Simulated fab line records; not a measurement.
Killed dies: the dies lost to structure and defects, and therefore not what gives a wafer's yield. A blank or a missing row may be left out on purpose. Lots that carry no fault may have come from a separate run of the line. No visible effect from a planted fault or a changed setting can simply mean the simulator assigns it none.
One fault seen from 2 desks / flow n5_finfet / each desk holds nothing but its own numbers, with what lay behind them at the end

## THE TOOL OWNER'S DESK: rie_si-06
The tool's own readings at N5_FIN_SAQP_ETCH_64 (etches SiO2 in CF4, target depth 1.5 nm): means of the sampled wafers that have a number, for each lot that ran on this tool. Marked OUT: a lot whose mean sits more than 4 standard deviations from the usual mean, which makes it out of limits; the brackets give that distance.
Columns: A = drypump_motor_current_A at N5_FIN_SAQP_ETCH_64, usual 5.7 A; B = oes_product_au at N5_FIN_SAQP_ETCH_64, usual 0.995 a.u.; C = throttle_valve_pct at N5_FIN_SAQP_ETCH_64, usual 21.77 %
lot=L730; first seen here=day 2 03:28; A=6.1; B=0.985; C=21.64
lot=L731; first seen here=day 2 11:21; A=5.9; B=0.987; C=21.80
lot=L736; first seen here=day 3 14:34; A=5.9; B=0.981; C=21.83
lot=L739; first seen here=day 4 07:53; A=6.1; B=1.133 (+8.6) OUT; C=21.67
lot=L744; first seen here=day 5 14:46; A=6.1; B=1.062 (+4.2) OUT; C=21.65
This desk's finding: out of limits on L739, L744; first on L739, day 4 07:53 (oes_product_au at N5_FIN_SAQP_ETCH_64). In limits: L730, L731, L736.

## THE DEFECT DESK
Counts from the inspections along the route, per lot, as means over the sampled wafers that have a number. Marked OUT: a lot whose mean sits more than 4 standard deviations from the usual mean, which makes it out of limits; the brackets give that distance.
Columns: A = raw_defect_count at N5_FIN_SAQP_INSPECT_40, usual 239
lot=L730; first seen here=day 2 03:45; A=260
lot=L731; first seen here=day 2 11:37; A=216
lot=L736; first seen here=day 3 14:50; A=237
lot=L739; first seen here=day 4 08:10; A=209
lot=L742; first seen here=day 5 05:17; A=194
lot=L744; first seen here=day 5 15:02; A=305
lot=L746; first seen here=day 6 02:44; A=205
lot=L747; first seen here=day 6 08:59; A=283
lot=L748; first seen here=day 6 14:49; A=217
lot=L750; first seen here=day 7 03:01; A=288
lot=L751; first seen here=day 7 09:55; A=213
lot=L753; first seen here=day 7 21:02; A=221
Finding of this desk: none of the 12 lots has anything out of limits.

## TAKEN TOGETHER
The tool owner's desk could have raised an alarm at day 4 07:53, on L739, L744.
Nothing out of limits was seen by the defect desk.
The defect desk has L739, L744 on record, within its limits.
Of the lots named, all ran N5_FIN_SAQP_ETCH_64 on rie_si-06.

## WHAT HAD BEEN PUT IN BY THE SIMULATOR
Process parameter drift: rie_si-06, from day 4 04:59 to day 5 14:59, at N5_FIN_SAQP_ETCH_64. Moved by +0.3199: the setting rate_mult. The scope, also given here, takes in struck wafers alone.
Shown lots that were struck: L739, L744.
Each desk's first reading out of limits, in hours after the fault started: the tool owner's desk, 3.
